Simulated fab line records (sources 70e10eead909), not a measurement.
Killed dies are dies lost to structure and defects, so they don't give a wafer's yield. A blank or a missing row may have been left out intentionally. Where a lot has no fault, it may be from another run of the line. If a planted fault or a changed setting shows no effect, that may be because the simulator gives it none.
Which tool was responsible? / flow nand-harc / 37 wafers from 13 lots sampled at 6 of the route's 1159 steps

WHAT THE GAUGES SHOWED, per wafer
NHARC_A_ONON_D1_THK_MEAS_05: measures by ellipsometry. Usual: 1000 nm for thk-nm, sd 9.2.
lot=L128; measured=day 7 21:34; on=film-metro-01; thk-nm (nm)=994 992 993; flag=
lot=L131; measured=day 8 12:05; on=film-metro-01; thk-nm (nm)=979 978 979; flag=
lot=L130; measured=day 8 12:05; on=film-metro-02; thk-nm (nm)=1002 998 1000; flag=
lot=L133; measured=day 8 19:36; on=film-metro-01; thk-nm (nm)=1010 1011 1010; flag=
lot=L134; measured=day 9 03:12; on=film-metro-02; thk-nm (nm)=1006 1005 1003; flag=
lot=L135; measured=day 9 03:14; on=film-metro-01; thk-nm (nm)=992 992 993; flag=
lot=L138; measured=day 10 01:46; on=film-metro-02; thk-nm (nm)=1004 1002 1003; flag=
lot=L142; measured=day 10 21:53; on=film-metro-02; thk-nm (nm)=1003 1005 1004; flag=
lot=L141; measured=day 10 21:45; on=film-metro-01; thk-nm (nm)=987 990; flag=
lot=L139; measured=day 10 22:06; on=film-metro-02; thk-nm (nm)=1000 998; flag=
lot=L148; measured=day 12 12:09; on=film-metro-01; thk-nm (nm)=999 998 999; flag=
lot=L149; measured=day 12 12:22; on=film-metro-01; thk-nm (nm)=1003 1002 1002; flag=
lot=L151; measured=day 13 05:16; on=film-metro-02; thk-nm (nm)=1007 1006 1007; flag=

NHARC_A_ONON_D1_THK_MEAS_08: measures by ellipsometry. Usual: 1001 nm for thk-nm, sd 8.6.
lot=L128; measured=day 7 22:08; on=film-metro-02; thk-nm (nm)=989 991 990; flag=
lot=L131; measured=day 8 12:47; on=film-metro-01; thk-nm (nm)=991 992 991; flag=
lot=L130; measured=day 8 12:40; on=film-metro-02; thk-nm (nm)=1006 1007 1006; flag=
lot=L133; measured=day 8 20:10; on=film-metro-02; thk-nm (nm)=1004 1005 1006; flag=
lot=L134; measured=day 9 03:46; on=film-metro-01; thk-nm (nm)=999 996 999; flag=
lot=L135; measured=day 9 03:47; on=film-metro-01; thk-nm (nm)=1001 1001 1003; flag=
lot=L138; measured=day 10 02:20; on=film-metro-02; thk-nm (nm)=982 980 978; flag=
lot=L142; measured=day 10 22:47; on=film-metro-02; thk-nm (nm)=998 996 997; flag=
lot=L141; measured=day 10 22:36; on=film-metro-01; thk-nm (nm)=1001 714; flag=OFF
lot=L139; measured=day 10 22:57; on=film-metro-02; thk-nm (nm)=996 713; flag=OFF
lot=L148; measured=day 12 12:44; on=film-metro-02; thk-nm (nm)=1003 1005 1006; flag=
lot=L149; measured=day 12 12:56; on=film-metro-02; thk-nm (nm)=1013 1012 1013; flag=
lot=L151; measured=day 13 05:50; on=film-metro-02; thk-nm (nm)=1015 1015 1017; flag=

NHARC_END_SORT_01. Usual: killed-at-array 25, standard deviation 9.8; killed-at-other 0.8, standard deviation 1.1; killed-at-periphery 3.3, standard deviation 2.1; killed-dies 29, standard deviation 10; killed-open 3.3, standard deviation 1.8; killed-short 1.9, standard deviation 1.4.
lot=L133; measured=day 20 19:42; on=prober-01; killed-at-array=40; killed-at-other=2; killed-at-periphery=2; killed-dies=44; killed-open=3; killed-short=2; flag=
lot=L134; measured=day 21 08:11; on=prober-02; killed-at-array=22 23 24; killed-at-other=0 2 1; killed-at-periphery=1 3 6; killed-dies=23 28 31; killed-open=1 1 6; killed-short=2 2 2; flag=
lot=L135; measured=day 21 05:08; on=prober-01; killed-at-array=20 15 15; killed-at-other=0 0 1; killed-at-periphery=5 3 1; killed-dies=25 18 17; killed-open=3 3 3; killed-short=6 0 4; flag=
lot=L138; measured=day 21 22:04; on=prober-02; killed-at-array=22 17 19; killed-at-other=0 1 1; killed-at-periphery=2 1 2; killed-dies=24 19 22; killed-open=5 3 3; killed-short=5 2 3; flag=
lot=L142; measured=day 23 05:50; on=prober-01; killed-at-array=31 20 30; killed-at-other=3 2 3; killed-at-periphery=3 6 3; killed-dies=37 28 36; killed-open=2 3 2; killed-short=2 4 2; flag=
lot=L141; measured=day 23 15:38; on=prober-02; killed-at-array=41 677; killed-at-other=0 0; killed-at-periphery=3 0; killed-dies=44 677; killed-open=4 2; killed-short=4 2; flag=OFF
lot=L139; measured=day 23 15:37; on=prober-01; killed-at-array=27 675; killed-at-other=1 0; killed-at-periphery=4 2; killed-dies=32 677; killed-open=5 3; killed-short=1 0; flag=OFF

WHAT TOOL EACH LOT RAN ON (gives the tool, then ch and the chambers of the sampled wafers, and finally the start)
lot=L128; NHARC_P_BONDPAD_ACTIVATE_29=rie-diel-09 ch 0,1,3, day 6 23:00; NHARC_A_ZERO_WELL_ETCH_13=rie-si-03 ch 1,2, day 7 00:35; NHARC_A_ONON_D1_DEP_06=pecvd-onon-02 ch 0, day 7 21:48
lot=L131; NHARC_P_BONDPAD_ACTIVATE_29=rie-diel-05 ch 1,2,3, day 7 08:08; NHARC_A_ZERO_WELL_ETCH_13=rie-si-03 ch 2,3, day 7 09:46; NHARC_A_ONON_D1_DEP_06=pecvd-onon-02 ch 0, day 8 12:17
lot=L130; NHARC_P_BONDPAD_ACTIVATE_29=rie-diel-05 ch 0,1, day 7 08:46; NHARC_A_ZERO_WELL_ETCH_13=rie-si-05 ch 0,1, day 7 10:29; NHARC_A_ONON_D1_DEP_06=pecvd-onon-01 ch 0, day 8 12:09
lot=L133; NHARC_P_BONDPAD_ACTIVATE_29=rie-diel-09 ch 0,1,2, day 7 18:55; NHARC_A_ZERO_WELL_ETCH_13=rie-si-03 ch 0,1, day 7 20:38; NHARC_A_ONON_D1_DEP_06=pecvd-onon-02 ch 0, day 8 19:40
lot=L134; NHARC_P_BONDPAD_ACTIVATE_29=rie-diel-09 ch 0,2,3, day 8 02:35; NHARC_A_ZERO_WELL_ETCH_13=rie-si-05 ch 0,1,2, day 8 04:13; NHARC_A_ONON_D1_DEP_06=pecvd-onon-04 ch 0, day 9 03:15
lot=L135; NHARC_P_BONDPAD_ACTIVATE_29=rie-diel-09 ch 0,2, day 8 03:34; NHARC_A_ZERO_WELL_ETCH_13=rie-si-04 ch 0,1,2, day 8 05:16; NHARC_A_ONON_D1_DEP_06=pecvd-onon-02 ch 0, day 9 03:24
lot=L138; NHARC_P_BONDPAD_ACTIVATE_29=rie-diel-09 ch 0,1, day 8 21:27; NHARC_A_ZERO_WELL_ETCH_13=rie-si-05 ch 1,2, day 8 23:04; NHARC_A_ONON_D1_DEP_06=pecvd-onon-04 ch 0, day 10 01:49
lot=L142; NHARC_P_BONDPAD_ACTIVATE_29=rie-diel-09 ch 2,3, day 9 18:58; NHARC_A_ZERO_WELL_ETCH_13=rie-si-04 ch 1,2, day 9 20:30; NHARC_A_ONON_D1_DEP_06=pecvd-onon-01 ch 0, day 10 22:27
lot=L141; NHARC_P_BONDPAD_ACTIVATE_29=rie-diel-09 ch 1,2, day 9 19:32; NHARC_A_ZERO_WELL_ETCH_13=rie-si-05 ch 0,3, day 9 21:11; NHARC_A_ONON_D1_DEP_06=pecvd-onon-02 ch 0, day 10 22:19
lot=L139; NHARC_P_BONDPAD_ACTIVATE_29=rie-diel-11 ch 2,3, day 9 19:52; NHARC_A_ZERO_WELL_ETCH_13=rie-si-04 ch 2,3, day 9 21:31; NHARC_A_ONON_D1_DEP_06=pecvd-onon-02 ch 0, day 10 22:40
lot=L148; NHARC_P_BONDPAD_ACTIVATE_29=rie-diel-11 ch 0,1, day 11 09:54; NHARC_A_ZERO_WELL_ETCH_13=rie-si-05 ch 0,1, day 11 11:31; NHARC_A_ONON_D1_DEP_06=pecvd-onon-04 ch 0, day 12 12:13
lot=L149; NHARC_P_BONDPAD_ACTIVATE_29=rie-diel-05 ch 1,2, day 11 14:50; NHARC_A_ZERO_WELL_ETCH_13=rie-si-03 ch 0,2, day 11 16:26; NHARC_A_ONON_D1_DEP_06=pecvd-onon-01 ch 0, day 12 12:29
lot=L151; NHARC_P_BONDPAD_ACTIVATE_29=rie-diel-09 ch 1,2,3, day 12 04:41; NHARC_A_ZERO_WELL_ETCH_13=rie-si-03 ch 0,3, day 12 06:16; NHARC_A_ONON_D1_DEP_06=pecvd-onon-04 ch 0, day 13 05:19
- NHARC_P_BONDPAD_ACTIVATE_29: chemistry N2, time 60 s.
- NHARC_A_ZERO_WELL_ETCH_13: etches the open film in HBr/Cl2, target depth 120 nm, time 40.1 s.
- NHARC_A_ONON_D1_DEP_06: target thk 1000 nm.

WHAT THE TOOLS THEMSELVES READ (means of the sampled wafers that have a number; where no wafer has one, the mark that the record gives instead)
NHARC_P_BONDPAD_ACTIVATE_29. Usual: drypump-motor-current-A 5.7 A, standard deviation 0.39; oes-product-au 1.003 a.u., standard deviation 0.0065; rf-vpp-V 64.4 V, standard deviation 0.79; showerhead-plenum-p-Torr 1.80 Torr, standard deviation 0.076.
lot=L128; tool=rie-diel-09; drypump-motor-current-A (A)=5.6; oes-product-au (a.u.)=1.000; rf-vpp-V (V)=64.4; showerhead-plenum-p-Torr (Torr)=1.81; flag=
lot=L131; tool=rie-diel-05; drypump-motor-current-A (A)=5.8; oes-product-au (a.u.)=0.999; rf-vpp-V (V)=64.6; showerhead-plenum-p-Torr (Torr)=1.76; flag=
lot=L130; tool=rie-diel-05; drypump-motor-current-A (A)=6.0; oes-product-au (a.u.)=1.004; rf-vpp-V (V)=64.8; showerhead-plenum-p-Torr (Torr)=1.83; flag=
lot=L133; tool=rie-diel-09; drypump-motor-current-A (A)=5.5; oes-product-au (a.u.)=1.006; rf-vpp-V (V)=64.0; showerhead-plenum-p-Torr (Torr)=1.76; flag=
lot=L134; tool=rie-diel-09; drypump-motor-current-A (A)=5.9; oes-product-au (a.u.)=1.004; rf-vpp-V (V)=64.7; showerhead-plenum-p-Torr (Torr)=1.78; flag=
lot=L135; tool=rie-diel-09; drypump-motor-current-A (A)=5.7; oes-product-au (a.u.)=1.002; rf-vpp-V (V)=63.7; showerhead-plenum-p-Torr (Torr)=1.71; flag=
lot=L138; tool=rie-diel-09; drypump-motor-current-A (A)=5.2; oes-product-au (a.u.)=1.009; rf-vpp-V (V)=63.8; showerhead-plenum-p-Torr (Torr)=1.79; flag=
lot=L142; tool=rie-diel-09; drypump-motor-current-A (A)=5.9; oes-product-au (a.u.)=0.999; rf-vpp-V (V)=64.1; showerhead-plenum-p-Torr (Torr)=1.81; flag=
lot=L141; tool=rie-diel-09; drypump-motor-current-A (A)=5.3; oes-product-au (a.u.)=0.998; rf-vpp-V (V)=64.7; showerhead-plenum-p-Torr (Torr)=1.81; flag=
lot=L139; tool=rie-diel-11; drypump-motor-current-A (A)=6.0; oes-product-au (a.u.)=1.003; rf-vpp-V (V)=63.3; showerhead-plenum-p-Torr (Torr)=1.86; flag=
lot=L148; tool=rie-diel-11; drypump-motor-current-A (A)=5.4; oes-product-au (a.u.)=1.000; rf-vpp-V (V)=64.4; showerhead-plenum-p-Torr (Torr)=1.79; flag=
lot=L149; tool=rie-diel-05; drypump-motor-current-A (A)=5.8; oes-product-au (a.u.)=1.006; rf-vpp-V (V)=64.9; showerhead-plenum-p-Torr (Torr)=1.81; flag=
lot=L151; tool=rie-diel-09; drypump-motor-current-A (A)=5.7; oes-product-au (a.u.)=0.996; rf-vpp-V (V)=64.1; showerhead-plenum-p-Torr (Torr)=1.84; flag=

NHARC_A_ZERO_WELL_ETCH_13. Usual: drypump-motor-current-A 5.7 A, standard deviation 0.34; oes-product-au 0.998 a.u., standard deviation 0.0068; throttle-valve-pct 26.405 %, standard deviation 0.0099.
lot=L128; tool=rie-si-03; drypump-motor-current-A (A)=5.9; oes-product-au (a.u.)=1.003; throttle-valve-pct (%)=26.410; flag=
lot=L131; tool=rie-si-03; drypump-motor-current-A (A)=5.8; oes-product-au (a.u.)=0.998; throttle-valve-pct (%)=26.399; flag=
lot=L130; tool=rie-si-05; drypump-motor-current-A (A)=5.7; oes-product-au (a.u.)=0.997; throttle-valve-pct (%)=26.404; flag=
lot=L133; tool=rie-si-03; drypump-motor-current-A (A)=5.5; oes-product-au (a.u.)=1.005; throttle-valve-pct (%)=26.406; flag=
lot=L134; tool=rie-si-05; drypump-motor-current-A (A)=5.7; oes-product-au (a.u.)=0.993; throttle-valve-pct (%)=26.405; flag=
lot=L135; tool=rie-si-04; drypump-motor-current-A (A)=5.7; oes-product-au (a.u.)=0.997; throttle-valve-pct (%)=26.408; flag=
lot=L138; tool=rie-si-05; drypump-motor-current-A (A)=5.7; oes-product-au (a.u.)=1.000; throttle-valve-pct (%)=26.414; flag=
lot=L142; tool=rie-si-04; drypump-motor-current-A (A)=5.3; oes-product-au (a.u.)=1.000; throttle-valve-pct (%)=26.403; flag=
lot=L141; tool=rie-si-05; drypump-motor-current-A (A)=5.9; oes-product-au (a.u.)=0.996; throttle-valve-pct (%)=26.398; flag=
lot=L139; tool=rie-si-04; drypump-motor-current-A (A)=5.2; oes-product-au (a.u.)=0.994; throttle-valve-pct (%)=26.407; flag=
lot=L148; tool=rie-si-05; drypump-motor-current-A (A)=5.7; oes-product-au (a.u.)=1.000; throttle-valve-pct (%)=26.413; flag=
lot=L149; tool=rie-si-03; drypump-motor-current-A (A)=5.4; oes-product-au (a.u.)=1.002; throttle-valve-pct (%)=26.399; flag=
lot=L151; tool=rie-si-03; drypump-motor-current-A (A)=5.5; oes-product-au (a.u.)=1.003; throttle-valve-pct (%)=26.407; flag=

THE ANSWER, worked out from the rows above alone
Rule: lot off if the mean of its wafers having a number is beyond 3 standard deviations from the usual mean. A lot without any number at a reading at which 4 lots or more have one is off too. Where the step has rows for the other lots, those lots are counted as sound. Order of review: gauges by route order, followed by the tools' own readings, for which a lot's mean as printed above is used. At the first step where some lot is off, the reading lying furthest off is the one used; lots without a number count as furthest.
Off: L141, L139, at NHARC_A_ONON_D1_THK_MEAS_08 (thk-nm).
A tool fits if, at a process step before that reading, it ran every lot that is off, and no sound lot after the first of them. Not tried: the gauges at NHARC_A_ONON_D1_THK_MEAS_08; whatever is off there is also off at NHARC_END_SORT_01, on other tools, and gauge error can't account for it. One fits: pecvd-onon-02 at NHARC_A_ONON_D1_DEP_06. Its last sound lot is L135 (day 9 03:24), its first lot that is off L141 (day 10 22:19): a fault that began between those two fits.

WHAT THE SIMULATOR HAD PUT IN
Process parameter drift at NHARC_A_ONON_D1_DEP_06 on pecvd-onon-02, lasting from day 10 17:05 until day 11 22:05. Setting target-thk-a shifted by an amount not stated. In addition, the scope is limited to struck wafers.
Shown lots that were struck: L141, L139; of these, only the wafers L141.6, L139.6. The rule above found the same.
